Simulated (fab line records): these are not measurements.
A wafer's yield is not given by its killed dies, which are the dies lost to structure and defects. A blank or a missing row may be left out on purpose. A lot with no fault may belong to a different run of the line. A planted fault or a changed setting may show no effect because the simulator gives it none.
Split-lot trial    flow n5 finfet    21 wafers read from 7 lots, route of 1938 steps

== ON THE SPLIT ==
At N5_BEOL_M4_COAT_67 (time 60 s, resist thk 60 nm), the setting spin rpm was moved away from the recipe's 1500 rpm on 9 of the 21 wafers read, by -5.7% to +9.7%. For the rest of the wafers, this setting stayed at what the recipe calls for.

== FROM THE SPLIT TO THE READING: what the file shows between them, 11 steps ==
- N5_BEOL_M4_COAT_22: resist thk 30 nm (also split here: spin rpm)
- N5_BEOL_M4_EBR_24
- N5_BEOL_M4_SOFTBAKE_23: time 60 s
- N5_BEOL_M4_DESCUM_33: chemistry O2, time 7 s
- N5_BEOL_M4_ETCH_77: etches underlayer in N2/H2, target depth 6.5 nm, time 5.2 s
- N5_BEOL_M4_ETCH_69: etches SiARC in CF4, target depth 15.6 nm, time 26 s
- N5_BEOL_M4_ALD_98: deposits SiO2, target thk 2.5 nm, pulse time 1 s, co reactant pulse time 1 s
- N5_BEOL_M4_ETCHBACK_99: etches SiO2 in CHF3, target depth 5 nm, time 10.4 s
- N5_BEOL_M4_ETCH_70: etches SOC in N2/H2, target depth 80 nm, overetch 24 nm, time 130 s
- N5_BEOL_M4_STRIP_71: strips in N2/H2
- N5_BEOL_M4_STRIP_78: strips in N2/H2

== THE READING ==
SOC_of_BEOL_M4_COAT_67.thk nm (the simulator's own value, which no gauge read), in nm, at N5_BEOL_M4_VIA_ETCH_34 (etches the open film in C4F6/O2, target depth 69.4 nm, time 65.9 s). The file does not state a usual value for it. Here, 12 wafers ran the recipe; their average is 51.9 nm with a standard deviation of 0.22 nm.

wafer   tool, chamber at the split  spin rpm as run, rpm  against the recipe  SOC_of_BEOL_M4_COAT_67.thk nm, nm  against lot-mates on the recipe
L074.1  litho track-04, 0           1415                  -5.7%               53.8                               +1.9
L074.4  litho track-04, 0           1500                  recipe              52                                 -
L074.5  litho track-04, 0           1500                  recipe              51.8                               -
L078.3  litho track-01, 0           1646                  +9.7%               49.4                               -2.6
L078.4  litho track-01, 0           1500                  recipe              52                                 -
L078.6  litho track-01, 0           1646                  +9.7%               49.6                               -2.4
L082.3  litho track-01, 0           1500                  recipe              52                                 -
L082.4  litho track-01, 0           1500                  recipe              52.4                               -
L082.5  litho track-01, 0           1500                  recipe              51.8                               -
L086.2  litho track-05, 0           1500                  recipe              51.6                               -
L086.4  litho track-05, 0           1500                  recipe              52                                 -
L086.5  litho track-05, 0           1500                  recipe              52                                 -
L087.4  litho track-01, 0           1577                  +5.1%               50.2                               no lot-mate on the recipe
L087.5  litho track-01, 0           1577                  +5.1%               50.2                               no lot-mate on the recipe
L087.6  litho track-01, 0           1577                  +5.1%               50.2                               no lot-mate on the recipe
L093.1  litho track-01, 0           1500                  recipe              51.6                               -
L093.5  litho track-01, 0           1500                  recipe              51.6                               -
L093.3  litho track-01, 0           1500                  recipe              51.8                               -
L095.3  litho track-05, 0           1552                  +3.5%               50.6                               no lot-mate on the recipe
L095.5  litho track-05, 0           1552                  +3.5%               51                                 no lot-mate on the recipe
L095.6  litho track-05, 0           1552                  +3.5%               50.4                               no lot-mate on the recipe

THE FIT
A straight line over all 21 wafers: SOC_of_BEOL_M4_COAT_67.thk nm changes by -0.283 nm for each +1% of spin rpm; r = -0.97; the points scatter about the line by 0.28 nm.
The same after taking each lot's own level away (the mean of its wafers on the recipe; 15 wafers): -0.271 nm for each +1%; r = -0.98; scatter 0.2 nm.
Per that fit: largest spin rpm move, reading shift of 2.6 nm.
Measured against the standard deviation above, the lots' own levels, which go from 51.67 to 52.07 nm, span 1.8 times it.
The two slopes agree, so the slope changes little with the lot-to-lot level.
Check: with one of the wafers moved furthest among these (+9.7%) left out of the fit, the line predicts -2.59 nm for it against its lot-mates. It came out at -2.6 nm against them.

== ADDITIONAL SPLITS CARRIED BY THESE WAFERS ==
Note: prior to the reading, these wafers also went through further splits. Each is held against what the fit with the lots' levels taken away leaves over:
other split on the same wafers  wafers away from the commonest value  r with SOC_of_BEOL_M4_COAT_67.thk nm (lot level and that fit taken away)
N5_BEOL_M2_COAT_62 spin rpm     9                                     -0.12
N5_BEOL_M3_ETCH_64 time s       5                                     -0.23
N5_BEOL_M3_COAT_22 spin rpm     3                                     -0.15
N5_BEOL_M3_SPUTTER_90 time s    11                                    +0.24
N5_BEOL_M4_COAT_22 spin rpm     4                                     -0.16

== THE WHOLE CHAIN: every reading that the file lists as answering this split, in the file's order ==
step                    what it does                                                         reading                                                                         change (the file's fit)                r (the file's)
N5_BEOL_M4_COAT_67      time 60 s, resist thk 60 nm                                          SOC_of_BEOL_M4_COAT_67.thk nm (the simulator's own value, which no gauge read)  -0.315 nm for each +1% of the setting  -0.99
N5_BEOL_M4_ETCH_70      etches SOC in N2/H2, target depth 80 nm, overetch 24 nm, time 130 s  etch.depth nm (the simulator's own value, which no gauge read)                  -0.301 nm for each +1% of the setting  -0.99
N5_BEOL_M4_VIA_ETCH_34  etches the open film in C4F6/O2, target depth 69.4 nm, time 65.9 s   SOC_of_BEOL_M4_COAT_67.thk nm (the simulator's own value, which no gauge read)  -0.277 nm for each +1% of the setting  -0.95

== THE FILE'S OWN FIT ==
SOC_of_BEOL_M4_COAT_67.thk nm changes by -0.277 nm for each +1% of spin rpm, r = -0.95.
